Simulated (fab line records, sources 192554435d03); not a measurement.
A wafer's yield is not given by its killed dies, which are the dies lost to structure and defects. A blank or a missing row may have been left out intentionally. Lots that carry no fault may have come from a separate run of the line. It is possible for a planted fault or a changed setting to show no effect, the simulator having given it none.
fab line records | flow n5Finfet
record lots=9 wafers=27 lastDay=19
route steps=1938 shown BEOL_M9@1439 BEOL_M10@1473
lots with no fault: from the same line, run without faults
startH: start of the lot's first displayed wafer, in hours after the record's first day | waitH: hours from the lot's prior step to this one | " unchanged from the row above | L1.1+2: a row that stands for several wafers | - no value, or no start given | * or withheld: withheld | < > ~ a bound
route shown NAME@n: NAME is a module with steps in the file, n the number in the route of the first one | usual: the fault-free wafers' mean and standard deviation | same: alike in all rows | chamber/n: place in a boat | sites: each site's reading | _std_site: how widely they spread, as a standard deviation | _edge_site: mean of outer sites minus mean of inner sites | radiusMm: how far each site lies from the wafer's centre | mask NAME#n: copy n | behind: the tool/chamber that last shaped the wafer | hold: what put the lot on hold/how long, in hours/how the hold closed | device: transistor that didn't switch, given as n, p or np | end of line: the route-end tests of the same wafers | a step without rows: its recipe alone | killed: the dies lost at the first sort to structure and to defects; this is not the yield of the wafer | map: per-die view of a wafer (x killed, . not killed, _ where there is no die)
set.NAME: the setting the step ran with; set.NAME@STEP: the setting that earlier step ran with | model.NAME: the simulator's own value behind a step, which no gauge read
a sample of lots followed through the steps of the route, with each step as a table and each wafer as a row
services: when a tool's chamber went out of use (startH, in hours from the record's first day, below 0 if earlier), for how many hours, and the reason
## steps
# step N5_BEOL_M9_ETCH_65
# recipe chemistry=CF4 target=SiARC targetDepthA=156 maskMaterial=CAR-EUV timeS=26 ionEnergyEv=80 pressureMtorr=40 sourceW=545 biasW=36 Ar_flow_sccm=100 cf4FlowSccm=100 ends=cleared
# usual drypumpMotorCurrentA=5.8/0.46 etchRfOnTimeS=25.9/0.49 mfcArSccm=99.95/0.3 oesProductAu=0.69/0.077 rfVppV=184.0/1.3 showerheadPlenumPTorr=2.13/0.084 throttleValvePct=15.7/0.33
# columns lot.wafer tool chamber startH waitH drypumpMotorCurrentA etchRfOnTimeS mfcArSccm oesProductAu rfHoursCounterH rfVppV showerheadPlenumPTorr throttleValvePct
L199.1 rieDiel-02 2 267.98 0.0 5.3 25.6 100.04 0.67 145 181.5 2.06 15.6
L199.4 " 3 " " 5.3 25.5 99.67 0.73 68 184.0 2.17 15.8
L199.5 " 1 " " 6.5 25.8 100.10 0.72 - 184.4 2.25 15.4
L201.1 rieDiel-06 2 290.19 0.0 6.1 26.7 99.55 0.74 49 185.6 2.17 15.7
L201.3 " 0 " " 5.3 25.8 100.24 0.64 161 182.7 1.97 15.9
L201.4 " 3 " " 6.0 27.0 100.42 0.58 230 181.6 2.04 16.0
L207.1 rieDiel-06 0 316.96 0.0 5.3 25.9 99.94 0.63 169 181.1 1.96 15.9
L207.4 " 3 " " 6.0 26.9 99.73 0.58 238 182.6 2.04 16.0
L207.6 " 1 " " 6.5 25.6 99.62 0.62 - 183.4 2.11 16.0
L212.2 rieDiel-05 3 360.93 0.0 5.2 25.2 99.77 0.84 5 184.0 2.10 15.0
L212.3 " 1 " " 5.6 26.3 99.74 0.78 24 184.2 2.18 15.3
L212.6 " 2 " " 6.0 25.5 99.59 0.62 - 184.8 2.21 16.1
L215.1 rieDiel-05 0 377.79 0.0 5.8 26.2 99.76 0.73 57 183.1 2.09 15.6
L215.2 " 1 " " 5.6 26.6 99.77 0.77 30 184.8 2.18 15.3
L215.6 " 1 " " 5.6 26.6 100.15 0.77 - 184.8 2.18 15.3
L216.1 rieDiel-02 0 390.35 0.0 6.1 25.1 99.61 0.74 45 184.1 2.19 15.1
L216.4 " 1 " " 6.5 26.0 99.66 0.68 88 184.8 2.23 15.5
L216.6 " 1 " " 6.6 26.3 99.73 0.68 - 186.7 2.24 15.5
L217.1 rieDiel-05 3 394.66 0.0 5.2 25.8 100.21 0.80 15 183.9 2.09 15.0
L217.2 " 1 " " 5.6 26.6 99.65 0.76 35 183.2 2.18 15.3
L217.5 " 3 " " 5.1 25.7 100.03 0.80 - 183.8 2.09 15.0
L219.2 rieDiel-06 3 396.37 0.0 6.0 25.8 99.74 0.82 7 184.9 2.29 15.6
L219.4 " 1 " " 6.5 25.3 100.44 0.61 240 183.1 2.10 16.1
L219.5 " 2 " " 6.1 26.5 99.29 0.70 - 184.4 2.16 15.8
L220.2 rieDiel-06 2 401.15 0.0 6.1 26.7 100.45 0.70 81 185.9 2.16 15.8
L220.3 " 0 " " 5.2 25.7 99.70 0.61 197 181.9 1.96 16.0
L220.6 " 3 " " 6.0 25.9 99.98 0.81 - 185.3 2.29 15.6
# step N5_BEOL_M9_VIA_ETCH_34
# recipe chemistry=C4F6/O2 target=SiCOH_lowk targetDepthA=1824 maskMaterial=SOC taperDeg=4 timeS=68.4 ionEnergyEv=250 pressureMtorr=30 sourceW=345 biasW=185 Ar_flow_sccm=300 C4F6_flow_sccm=10 O2_flow_sccm=10
# usual drypumpMotorCurrentA=5.8/0.46 mfcArSccm=300.0/0.85 oesProductAu=0.81/0.093 rfVppV=671/12 showerheadPlenumPTorr=2.84/0.11 throttleValvePct=21.0/0.31
# columns lot.wafer tool chamber startH waitH drypumpMotorCurrentA mfcArSccm oesProductAu rfHoursCounterH rfVppV showerheadPlenumPTorr throttleValvePct
L199.1 rieDiel-02 2 268.11 0.0 5.3 300.4 0.78 145 683 2.75 21.0
L199.4 " 3 " " 5.2 300.7 0.87 68 668 2.88 21.3
L199.5 " 1 " " 6.6 299.4 0.86 - 686 2.99 20.7
L201.1 rieDiel-06 2 290.32 0.0 6.1 300.5 0.86 49 673 2.87 21.0
L201.3 " 0 " " 5.2 300.8 0.73 161 660 2.61 21.1
L201.4 " 3 " " 6.0 299.0 0.68 230 689 2.72 21.3
L207.1 rieDiel-06 1 317.09 0.0 6.5 299.5 0.73 216 659 2.81 21.3
L207.4 " 3 " " 6.0 299.4 0.68 - 688 2.71 21.3
L207.6 " 1 " " 6.5 300.7 0.73 - 660 2.81 21.3
L212.2 rieDiel-05 3 361.06 0.0 5.1 298.9 0.97 5 671 2.79 20.3
L212.3 " 1 " " 5.6 301.1 0.91 24 668 2.91 20.7
L212.6 " 2 " " 6.0 300.7 0.72 - 657 2.94 21.4
L215.1 rieDiel-05 0 377.92 0.0 5.8 300.1 0.85 57 664 2.79 21.0
L215.2 " 1 " " 5.6 299.4 0.90 30 669 2.91 20.7
L215.6 " 1 " " 5.6 299.7 0.90 - 668 2.91 20.7
L216.1 rieDiel-02 0 390.48 0.0 6.1 300.7 0.87 45 662 2.91 20.4
L216.4 " 1 " " 6.6 301.2 0.80 88 686 2.97 20.8
L216.6 " 1 " " 6.5 299.3 0.80 - 686 2.97 20.8
L217.1 rieDiel-05 3 394.79 0.0 5.1 299.4 0.94 15 671 2.79 20.3
L217.2 " 1 " " 5.6 299.3 0.89 35 669 2.91 20.7
L217.5 " 3 " " 5.1 299.7 0.94 - 671 2.79 20.3
L219.2 rieDiel-06 3 396.50 0.0 6.0 299.9 0.96 7 699 3.05 21.1
L219.4 " 1 " " 6.5 300.0 0.71 240 660 2.80 21.3
L219.5 " 2 " " 6.1 299.2 0.82 - 675 2.86 21.0
L220.2 rieDiel-06 2 401.28 0.0 6.1 299.7 0.83 81 672 2.86 21.0
L220.3 " 0 " " 5.2 301.2 0.71 197 660 2.60 21.2
L220.6 " 3 " " 6.0 300.8 0.96 - 700 3.05 21.0
# step N5_BEOL_M10_PECVD_70
# recipe material=SiO2 targetThkA=200 tempC=400 precursor=TEOS/O2 pressureTorr=5.5 rfW=450 teosFlowSccm=53.8 gas=O2 flowSccm=3000 timeS=22.7
# usual heaterPowerW=702/90 showerheadPlenumPTorr=8.81/0.074 susceptorTempC=400.01/0.23 throttleValvePct=22.4/1.3
# columns lot.wafer tool chamber startH waitH heaterPowerW showerheadPlenumPTorr susceptorTempC throttleValvePct
L199.1 pecvd-03 0 273.57 0.0 831 8.77 400.07 22.7
L199.4 " 1 " " 565 8.73 400.42 23.2
L199.5 " 0 " " 811 8.75 400.19 22.6
L201.1 pecvd-03 1 294.24 0.0 578 8.74 386.19 23.4
L201.3 " 2 " " 658 8.85 386.31 20.4
L201.4 " 1 " " 578 8.77 386.31 23.3
L207.1 pecvd-03 1 321.47 0.0 573 8.74 386.34 23.1
L207.4 " 1 " " 595 8.74 386.18 23.3
L207.6 " 0 " " 757 8.75 386.34 23.1
L212.2 pecvd-01 0 365.16 0.0 759 8.81 399.81 21.5
L212.3 " 1 " " 634 8.98 400.09 24.7
L212.6 " 1 " " 614 8.97 400.11 24.7
L215.1 pecvd-01 1 381.35 0.0 607 8.98 400.10 24.6
L215.2 " 2 " " 762 8.87 399.97 20.8
L215.6 " 2 " " 749 8.85 399.95 20.5
L216.1 pecvd-03 2 394.55 0.0 670 8.86 400.28 20.9
L216.4 " 0 " " 774 8.78 399.68 22.7
L216.6 " 2 " " 669 8.84 399.99 20.7
L217.1 pecvd-03 0 398.75 0.0 888 8.77 399.86 22.9
L217.2 " 1 " " 626 8.74 399.73 23.4
L217.5 " 0 " " 887 8.74 399.85 22.9
L219.2 pecvd-01 0 400.58 0.0 713 8.80 400.23 21.9
L219.4 " 2 " " 705 8.85 400.27 21.0
L219.5 " 0 " " 711 8.82 400.29 21.5
L220.2 pecvd-02 2 405.46 0.0 858 8.81 399.99 23.2
L220.3 " 2 " " 816 8.82 399.54 23.2
L220.6 " 0 " " 544 8.81 399.86 23.0
# step N5_BEOL_M10_DESCUM_16
# recipe chemistry=O2 timeS=7.9 sourcePowerW=50 biasPowerW=20 pressureMtorr=20 rfFrequencyHz=2.712e+07 tempC=40 resist=CAR-ArF o2FlowSccm=225
# usual biasPowerW=20.01/0.06 drypumpMotorCurrentA=5.9/0.48 oesProductAu=0.81/0.094 rfVppV=243.3/1.6 showerheadPlenumPTorr=2.11/0.085 throttleValvePct=20.4/0.36
# columns lot.wafer tool chamber startH waitH biasPowerW drypumpMotorCurrentA oesProductAu rfHoursCounterH rfVppV showerheadPlenumPTorr throttleValvePct
L199.1 rieDiel-04 0 274.21 0.0 20.04 6.0 0.72 172 242.3 2.10 21.0
L199.4 " 3 " " 20.06 5.2 0.93 9 243.8 2.23 19.9
L199.5 " 2 " " 19.98 5.6 0.69 - 241.2 2.00 20.9
L201.1 rieDiel-04 0 295.60 0.0 20.02 6.0 0.71 181 242.4 2.10 21.0
L201.3 " 2 " " 19.91 5.6 0.69 233 241.0 2.00 20.9
L201.4 " 3 " " 20.05 5.2 0.90 17 245.2 2.23 20.0
L207.1 rieDiel-03 1 322.90 0.1 19.97 5.2 0.87 43 243.1 2.13 20.1
L207.4 " 1 " " 19.98 5.2 0.87 - 244.8 2.13 20.1
L207.6 " 0 " " 20.04 5.6 0.93 - 245.2 2.24 20.2
L212.2 rieDiel-04 0 366.23 0.0 20.03 6.0 0.69 208 243.4 2.09 21.0
L212.3 " 1 " " 19.93 6.4 0.82 82 242.9 2.12 20.2
L212.6 " 3 " " 19.96 5.2 0.85 - 245.8 2.22 20.0
L215.1 rieDiel-04 3 383.76 0.1 20.12 5.2 0.85 52 245.4 2.22 20.0
L215.2 " 2 " " 19.95 5.6 0.96 6 245.7 2.25 20.6
L215.6 " 2 " " 19.98 5.6 0.96 - 243.9 2.25 20.5
L216.1 rieDiel-04 3 395.52 0.0 20.03 5.2 0.84 56 245.1 2.22 20.0
L216.4 " 1 " " 19.97 6.4 0.81 91 244.9 2.11 20.2
L216.6 " 2 " " 20.01 5.6 0.93 - 246.6 2.25 20.6
L217.1 rieDiel-04 1 400.95 0.5 20.07 6.4 0.80 93 245.3 2.11 20.2
L217.2 " 3 " " 19.96 5.2 0.84 57 246.2 2.22 20.0
L217.5 " 0 " " 20.02 6.0 0.68 - 242.2 2.08 21.0
L219.2 rieDiel-03 1 401.91 0.4 19.93 5.2 0.83 72 243.8 2.12 20.1
L219.4 " 0 " " 19.94 5.7 0.88 45 245.0 2.23 20.3
L219.5 " 3 " " 20.09 6.5 0.89 - 243.5 2.14 20.1
L220.2 rieDiel-03 3 408.51 0.1 19.94 6.5 0.89 29 243.2 2.14 20.1
L220.3 " 1 " " 19.87 5.2 0.82 74 241.1 2.12 20.1
L220.6 " 3 " " 19.95 6.5 0.89 - 243.8 2.14 20.1
# step N5_BEOL_M10_CMP_52
# recipe stopOn=SiCOH_lowk tOverpolishS=7 downForcePsi=1 platenRpm=50 clearingPlatenDownForcePsi=1.5 clearingPlatenRpm=50 postCmpClean=cuAlkaline targetThkNm=140 clearingPlatenPadVelocityMS=0.99484 padVelocityMS=0.99484
# usual barrierFieldEndpointS=28.6/0.68 motorCurrentA=6.3/0.48 slurryFlowMlMin=150.0/0.47
# columns lot.wafer tool chamber startH waitH barrierFieldEndpointS motorCurrentA slurryFlowMlMin
L199.4 cmp-01 3 279.22 0.2 29.0 5.6 150.8
L199.1 " 1 " " 28.7 6.5 150.5
L199.5 " 3 " " 30.4 5.8 150.1
L201.1 cmp-01 3 304.38 0.3 32.4 5.9 150.2
L201.3 " 0 " " 31.8 5.7 150.1
L201.4 " 1 " " 31.4 6.2 150.1
L207.4 cmp-04 2 328.15 0.2 30.2 6.8 150.0
L207.1 " 0 " " 31.9 5.5 149.5
L207.6 " 2 " " 30.8 6.5 149.1
L212.2 cmp-04 2 371.20 0.2 28.2 6.1 150.1
L212.3 " 0 " " 28.9 5.8 150.6
L212.6 " 3 " " 28.9 6.2 150.0
L215.2 cmp-04 1 389.64 0.3 28.5 6.5 150.0
L215.1 " 3 " " 28.7 6.2 149.9
L215.6 " 1 " " 28.8 6.7 149.8
L216.1 cmp-04 3 399.39 0.3 28.9 5.9 150.1
L216.4 " 1 " " 28.7 6.5 149.4
L216.6 " 3 " " 29.2 6.0 150.1
L217.1 cmp-01 2 405.90 0.3 27.8 6.8 149.3
L217.2 " 3 " " 28.7 5.9 150.4
L217.5 " 2 " " 27.8 7.1 150.1
L219.2 cmp-02 0 406.41 0.2 28.0 5.6 149.4
L219.4 " 1 " " 28.4 6.2 150.2
L219.5 " 0 " " 28.4 5.6 148.9
L220.2 cmp-01 2 413.43 0.3 28.6 6.7 149.9
L220.3 " 3 " " 29.2 5.8 150.0
L220.6 " 0 " " 28.7 5.7 150.1
## services
# columns tool chamber startH hours kind
rieDiel-03 1 252.93 10.3 repair
cmp-04 - 254.38 2.5 repair
cmp-01 - 263.67 4.0 pm
pecvd-01 - 284.69 6.0 pm
rieDiel-04 2 296.24 7.2 repair
pecvd-03 - 296.50 5.5 pm
rieDiel-06 - 299.45 1.1 repair
rieDiel-05 2 308.01 10.4 repair
cmp-04 - 340.38 1.5 repair
rieDiel-03 0 346.69 3.6 repair
pecvd-03 - 346.72 1.8 repair
rieDiel-02 0 347.03 9.0 repair
cmp-01 - 351.41 0.6 repair
rieDiel-06 1 354.73 9.2 repair
rieDiel-03 3 355.22 1.7 repair
cmp-01 - 356.48 5.5 pm
rieDiel-03 0 357.58 3.6 repair
rieDiel-04 0 357.66 5.9 repair
cmp-04 - 371.44 7.4 repair
pecvd-01 1 374.02 4.6 repair
rieDiel-03 - 374.21 0.7 repair
cmp-04 - 390.71 4.0 pm
cmp-01 - 393.76 4.0 repair
cmp-01 - 405.18 0.3 repair
## key
firstSign step=N5_BEOL_M10_PECVD_70 reading=susceptorTempC direction=down sigmas=61 usual=* struck=*
effect step=N5_BEOL_M10_CMP_52 reading=barrierFieldEndpointS direction=up sigmas=4.1 usual=28.6 struck=31.4
metAt N5_BEOL_M10_PECVD_70
struckLots L201,L207
notActingAt N5_BEOL_M9_ETCH_65,N5_BEOL_M9_VIA_ETCH_34,N5_BEOL_M10_DESCUM_16
onsetBetween 273.57 294.24
fault kind=processParameterDrift tool=pecvd-03 chamber=- onsetH=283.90 steps=N5_BEOL_M10_PECVD_70 channel=tempC offset=* shape=step endH=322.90 actsIn=* stated=*
